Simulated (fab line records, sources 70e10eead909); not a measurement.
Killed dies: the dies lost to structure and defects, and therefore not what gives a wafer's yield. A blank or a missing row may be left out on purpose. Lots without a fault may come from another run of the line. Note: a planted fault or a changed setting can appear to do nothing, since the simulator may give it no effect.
Which tool did it?    flow nand-harc    36 wafers from 12 lots sampled at 5 of the route's 1302 steps

WHAT THE GAUGES SHOWED, per wafer
NHARC_END_SORT_01.
lot   measured      on         killed-at-array  killed-at-other  killed-at-periphery  killed-dies  killed-open  killed-short
L245  day 33 00:08  prober-01  40 675 44        0 2 1            3 0 2                43 677 47    2 3 3        1 1 4
L244  day 32 17:01  prober-01  77 669 68        0 2 1            2 6 0                79 677 69    1 10 1       5 2 2
L246  day 32 09:58  prober-01  45 668 666       1 0 1            3 9 10               49 677 677   9 2 3        3 4 3

WHICH TOOL RAN EACH LOT (tool, then ch and the chambers of the sampled wafers, then the start)
lot   NHARC_A_STAIRCASE_TRIM_26                      NHARC_A_STAIRCASE_ETCH_188          NHARC_A_STAIRCASE_TRIM_191                     NHARC_A_STAIRCASE_ETCH_192
L230  rie-diel-03 ch 0,2,3, day 15 09:24 or earlier  rie-diel-04 ch 1,2,3, day 15 09:24  rie-diel-04 ch 0,1,3, no start                 rie-diel-04 ch 0,1,3, no start
L232  rie-diel-10 ch 1,2,3, day 16 17:14 or earlier  rie-diel-10 ch 1,2,3, day 16 17:14  rie-diel-10 ch 2,3, no start                   rie-diel-10 ch 0,2,3, no start
L235  rie-diel-04 ch 2,3, day 17 12:26 or earlier    rie-diel-10 ch 0,1,2, day 17 12:26  rie-diel-10 ch 2,3, no start                   rie-diel-10 ch 0,2,3, no start
L236  rie-diel-04 ch 1,2,3, day 18 17:31 or earlier  rie-diel-04 ch 0,1,2, day 18 17:31  rie-diel-04 ch 1,3, no start                   rie-diel-04 ch 0,1,3, no start
L239  rie-diel-04 ch 1,3, day 19 23:26 or earlier    rie-diel-10 ch 1,3, day 19 23:26    rie-diel-10 ch 1,2, no start                   rie-diel-10 ch 2,3, no start
L245  rie-diel-10 ch 0,1,2, day 22 08:35 or earlier  rie-diel-10 ch 0,3, day 22 08:35    rie-diel-10 ch 1,3, day 33 00:08 or earlier    rie-diel-10 ch 1,3, day 33 00:08 or earlier
L244  rie-diel-03 ch 1,3, day 22 09:31 or earlier    rie-diel-10 ch 0,2,3, day 22 09:31  rie-diel-10 ch 1,2,3, day 32 17:01 or earlier  rie-diel-10 ch 1,2,3, day 32 17:01 or earlier
L246  rie-diel-04 ch 0,2,3, day 22 12:25 or earlier  rie-diel-10 ch 0,2, day 22 12:25    rie-diel-10 ch 1,2,3, day 32 09:58 or earlier  rie-diel-10 ch 0,2, day 32 09:58 or earlier
L249  rie-diel-04 ch 1,2, day 24 04:13 or earlier    rie-diel-04 ch 2,3, day 24 04:13    rie-diel-04 ch 1,2, no start                   rie-diel-04 ch 1,2,3, no start
L250  rie-diel-03 ch 0,1,3, day 24 04:33 or earlier  rie-diel-03 ch 1,2,3, day 24 04:33  rie-diel-03 ch 1,2,3, no start                 rie-diel-03 ch 0,1,3, no start
L251  rie-diel-10 ch 0,1,2, day 24 07:52 or earlier  rie-diel-03 ch 2,3, day 24 07:52    rie-diel-03 ch 0,1,3, no start                 rie-diel-03 ch 0,2, no start
L252  rie-diel-04 ch 1,2,3, day 25 06:28 or earlier  rie-diel-03 ch 0,1, day 25 06:28    rie-diel-03 ch 0,3, no start                   rie-diel-03 ch 2,3, no start
- NHARC_A_STAIRCASE_TRIM_26: chemistry O2, time 211.2 s.
- NHARC_A_STAIRCASE_ETCH_188: etches the open film in C4F8/O2, target depth 100 nm, time 40.5 s.
- NHARC_A_STAIRCASE_TRIM_191: chemistry O2, time 211.2 s.
- NHARC_A_STAIRCASE_ETCH_192: etches the open film in C4F8/O2, target depth 100 nm, time 40.5 s.

AS READ BY THE TOOLS THEMSELVES (means over the sampled wafers that have a number; for cases with no such wafer, the mark the record gives instead)
NHARC_A_STAIRCASE_TRIM_26.
lot   tool         drypump-motor-current-A (A)  oes-product-au (a.u.)  rf-vpp-V (V)  showerhead-plenum-p-Torr (Torr)  throttle-valve-pct (%)
L230  rie-diel-03  6.3                          1.008                  57.9          3.69                             17.028
L232  rie-diel-10  5.9                          0.998                  58.2          3.57                             17.039
L235  rie-diel-04  5.8                          0.997                  57.4          3.34                             17.029
L236  rie-diel-04  6.0                          1.005                  57.2          3.40                             17.039
L239  rie-diel-04  5.9                          1.008                  57.8          3.38                             17.041
L245  rie-diel-10  6.0                          1.017                  58.0          3.54                             17.035
L244  rie-diel-03  5.8                          0.996                  58.0          3.67                             17.037
L246  rie-diel-04  5.7                          1.005                  56.5          3.36                             17.035
L249  rie-diel-04  6.2                          1.008                  57.6          3.44                             17.034
L250  rie-diel-03  5.8                          1.001                  57.9          3.71                             17.038
L251  rie-diel-10  6.0                          1.002                  58.3          3.53                             17.042
L252  rie-diel-04  6.0                          1.006                  56.9          3.37                             17.037

NHARC_A_STAIRCASE_ETCH_188.
lot   tool         oes-product-au (a.u.)  rf-vpp-V (V)  run-length-s (s)
L230  rie-diel-04  0.952                  891           62.1
L232  rie-diel-10  0.925                  898           62.0
L235  rie-diel-10  0.956                  897           62.2
L236  rie-diel-04  0.957                  892           62.4
L239  rie-diel-10  0.933                  899           62.0
L245  rie-diel-10  0.948                  896           67.1
L244  rie-diel-10  0.935                  894           66.9
L246  rie-diel-10  0.967                  893           72.0
L249  rie-diel-04  0.946                  888           62.2
L250  rie-diel-03  0.933                  900           61.5
L251  rie-diel-03  0.954                  899           61.7
L252  rie-diel-03  0.938                  905           61.6

NHARC_A_STAIRCASE_TRIM_191.
lot   tool         drypump-motor-current-A (A)  oes-product-au (a.u.)  rf-vpp-V (V)  showerhead-plenum-p-Torr (Torr)  throttle-valve-pct (%)
L230  rie-diel-04  5.8                          1.003                  56.8          3.44                             17.033
L232  rie-diel-10  6.1                          1.008                  56.9          3.46                             17.037
L235  rie-diel-10  5.7                          1.012                  57.8          3.50                             17.038
L236  rie-diel-04  6.2                          1.002                  57.4          3.45                             17.027
L239  rie-diel-10  6.0                          1.010                  57.4          3.61                             17.031
L245  rie-diel-10  5.7                          1.003                  57.6          3.66                             17.035
L244  rie-diel-10  5.9                          1.006                  57.7          3.54                             17.032
L246  rie-diel-10  5.8                          1.007                  58.4          3.54                             17.034
L249  rie-diel-04  6.1                          1.000                  57.8          3.39                             17.038
L250  rie-diel-03  6.1                          0.997                  58.8          3.65                             17.033
L251  rie-diel-03  5.8                          0.988                  59.0          3.70                             17.036
L252  rie-diel-03  6.1                          0.999                  57.9          3.70                             17.028

NHARC_A_STAIRCASE_ETCH_192.
lot   tool         oes-product-au (a.u.)  rf-vpp-V (V)  run-length-s (s)
L230  rie-diel-04  0.950                  892           62.3
L232  rie-diel-10  0.947                  895           62.1
L235  rie-diel-10  0.951                  894           62.2
L236  rie-diel-04  0.951                  892           62.1
L239  rie-diel-10  0.953                  895           62.4
L245  rie-diel-10  0.947                  899           61.8
L244  rie-diel-10  0.942                  897           62.2
L246  rie-diel-10  0.946                  893           62.2
L249  rie-diel-04  0.948                  890           62.2
L250  rie-diel-03  0.941                  902           61.8
L251  rie-diel-03  0.942                  900           61.6
L252  rie-diel-03  0.933                  898           61.6

THE ANSWER, worked out from the rows above alone
Rule: the lots themselves supply what counts as usual. The widest of any qualifying gaps counts: lots, ordered by their means at a reading, are off when they make up no more than a third of the lots, leave a main group of 4 or more, and stand apart from it by 3 or more times the standard deviation of that group's means. Not used: any main group whose means are identical at the precision the tables above print for the reading. Also off: a lot with no number at a reading for which 4 or more lots have one. Where the step has rows for the other lots, those lots are counted as sound. After the gauges, taken in route order, come the tools' own readings; for these a lot's mean is taken, as printed above. At the first step where some lot is off, the reading lying furthest off is the one used; lots without a number count as furthest.
Off: L245, L244, L246 (NHARC_A_STAIRCASE_ETCH_188, run-length-s). The main group: mean 62.0 s, standard deviation 0.29.
If a tool, at that step or one of the process steps before it, ran each lot that is off and ran no sound lot following the first of them, it fits. Because NHARC_A_STAIRCASE_TRIM_26 lacks a start for some lots, the hours and order of its lots are taken from NHARC_A_STAIRCASE_ETCH_188. One fits: NHARC_A_STAIRCASE_ETCH_188 on rie-diel-10. Its last sound lot is L239 (day 19 23:26), its first lot that is off L245 (day 22 08:35): a fault that began between those two fits.
On the lots that are off, the tool's own readings at NHARC_A_STAIRCASE_ETCH_188 differ by more than 5 times the standard deviation of the sound lots' means, which bears it out; run-length-s reads 68.7 s there versus 62.0 s on the sound lots.

WHAT THE SIMULATOR HAD PUT IN
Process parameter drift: rie-diel-10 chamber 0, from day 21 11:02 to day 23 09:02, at NHARC_A_STAIRCASE_ETCH_188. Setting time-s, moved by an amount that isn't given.
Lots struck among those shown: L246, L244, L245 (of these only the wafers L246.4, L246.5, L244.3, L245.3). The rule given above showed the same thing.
